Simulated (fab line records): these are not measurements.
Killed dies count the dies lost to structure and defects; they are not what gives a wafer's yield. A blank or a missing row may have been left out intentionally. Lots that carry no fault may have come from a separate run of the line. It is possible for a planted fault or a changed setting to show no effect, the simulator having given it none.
What tool caused it?	flow n5 finfet	route of 1938 steps, sampled at 1 step: 12 lots, 36 wafers

WHAT THE GAUGES READ, wafer by wafer
N5_BEOL_M1_OVL_MEAS_29.
lot	measured	on	V0_OVL (nm)
L075	day 6 12:00	overlay-01	0.3 -1.2 -0.2
L077	day 6 22:12	overlay-02	-0.5 -0.7 0.4
L079	day 7 14:27	overlay-02	0.1 0.0 0.2
L081	day 7 20:33	overlay-01	1.0 0.2 0.3
L084	day 8 12:29	overlay-01	-1.1 -0.6 0.0
L085	day 8 22:01	overlay-01	0.4 0.5 0.5
L087	day 9 07:28	overlay-01	-0.5 0.4 0.1
L089	day 9 20:26	overlay-02	-1.8 -0.5 -1.1
L091	day 10 08:31	overlay-01	0.0 -1.2 -0.3
L093	day 10 23:37	overlay-01	-0.3 0.9 0.8
L095	day 11 09:42	overlay-02	-0.9 0.3 -0.8
L097	day 11 23:46	overlay-02	-0.7 -1.0 0.6

WHICH TOOL RAN EACH LOT (tool, then ch and the chambers of the sampled wafers, then the start)
Before these readings, the record contains no process step.

THE ANSWER, worked out from the rows above alone
Rule: the usual values come from the lots themselves. Put in order of their means at a reading, lots are off if they are a third of the lots or fewer, leave a main group of 4 or more, and stand apart from it by a gap of 3 or more times the standard deviation of the main group's means; of several such gaps the widest counts. Not used: any main group whose means are identical at the precision the tables above print for the reading. A lot without any number at a reading at which 4 lots or more have one is off too. All remaining lots with rows at the step are treated as sound.
No lot is off at any reading shown: from this, nothing can be told.

WHAT WAS PUT IN BY THE SIMULATOR
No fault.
